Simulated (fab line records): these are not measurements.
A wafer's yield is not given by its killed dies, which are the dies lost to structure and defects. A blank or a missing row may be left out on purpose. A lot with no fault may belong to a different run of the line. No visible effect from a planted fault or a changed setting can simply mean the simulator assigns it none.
Problem report in the 8D (eight disciplines) form, filled by code :: flow n5Finfet :: the parts of the form that need people (team, actions taken, sign-off) are left out

1. WHAT IS WRONG
runLengthS at N5_HKMG_FIN_ETCH_55 reads a mean of 269.2 s on 4 wafers of 2 lots; wafers without a fault read 323.4 s with a standard deviation of 0.39. That is -99 or more standard deviations from the usual mean.
The step: etches SOC in N2/H2, target depth 240 nm, time 300 s.
First observed at day 7 23:32: wafer L379.5, on rieDiel-02. The record has a number at this step for 18 wafers belonging to 6 lots. The rule behind "out" and "out of limits": a value lying over 4 standard deviations away from the usual mean. All remaining wafers that have a number are taken as sound.

2. WHAT IT IS, AND WHAT IT ISN'T
question: which readings at this step
is: runLengthS
is not: drypumpMotorCurrentA, oesProductAu, rfVppV, showerheadPlenumPTorr, throttleValvePct

question: which lots
is: L379, L382
is not: L367, L374, L383, L385

question: which wafers of those lots
is: L379.5, L379.6, L382.2, L382.6
is not: L379.1, L382.4

question: read on which tools
is: rieDiel-02
is not: rieDiel-01, rieDiel-04

question: when
is: from day 7 23:32
is not: up to then (7 sound wafers); but 7 sound wafers of L382, L383, L385 came after

3. WHAT RULES OUT EACH SUSPECT
Counting: any tool at a process step up to the reading remains a suspect provided it ran every lot that is out. Sound lots after the first of them don't rule it out here, since some wafers of a struck lot are sound.
- rieDiel-02 at N5_HKMG_FIN_DESCUM_53 (chemistry O2, time 7.9 s): kept. Ran every lot that is out, first one L379 (day 7 23:26); last sound lot up to then L374 (day 6 17:38).
- rieDiel-02 at N5_HKMG_FIN_ETCH_54 (etches SiARC in CF4, target depth 45.5 nm, time 75.8 s): kept. Ran every lot that is out, first one L379 (day 7 23:28); last sound lot up to then L374 (day 6 17:40).
- rieDiel-02 at N5_HKMG_FIN_ETCH_55 (etches SOC in N2/H2, target depth 240 nm, time 300 s): kept. Ran every lot that is out, first one L379 (day 7 23:32); last sound lot up to then L374 (day 6 17:43). Its own readings are out on those wafers: runLengthS.
Still standing after the count: rieDiel-02 at N5_HKMG_FIN_DESCUM_53, rieDiel-02 at N5_HKMG_FIN_ETCH_54, rieDiel-02 at N5_HKMG_FIN_ETCH_55.

4. THE CAUSE (what the simulator had put in)
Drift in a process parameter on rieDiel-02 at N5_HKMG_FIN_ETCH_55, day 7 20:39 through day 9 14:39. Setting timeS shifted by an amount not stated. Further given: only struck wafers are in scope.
Of the 3 suspects that counting leaves, this tool is one.

5. THE CHAIN OF EFFECTS, in route order
One row per reading whose mean, taken over the struck wafers that have a number, lies over 3 standard deviations from the usual. Only readings for which the record gives a usual standard deviation are gone through. hours: the time from each lot's start at the first step in this table that gives one to its start at this step, as a median over the lots. sigmas: the change in usual standard deviations.
hours: 0
step: N5_HKMG_FIN_ETCH_55
reading: runLengthS
usual: 323.4 s
on struck wafers: 269.2
change: -54.2
sigmas: -99 or more
Process steps it contains:
- N5_HKMG_FIN_ETCH_55: etches SOC in N2/H2, target depth 240 nm, time 300 s.
Readings that are blank on the struck wafers while sound wafers have them: biasW at N5_HKMG_FIN_ETCH_55.
Later measuring or inspecting steps at which every struck wafer that the step has a row for has a number for every such reading, and none has moved that far: N5_BEOL_M4_RC_MEAS_101.

6. HOW IT WOULD HAVE BEEN CAUGHT EARLIER
In this record the first reading out of limits was taken at day 7 23:32, 3 hours after the fault began at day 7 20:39.
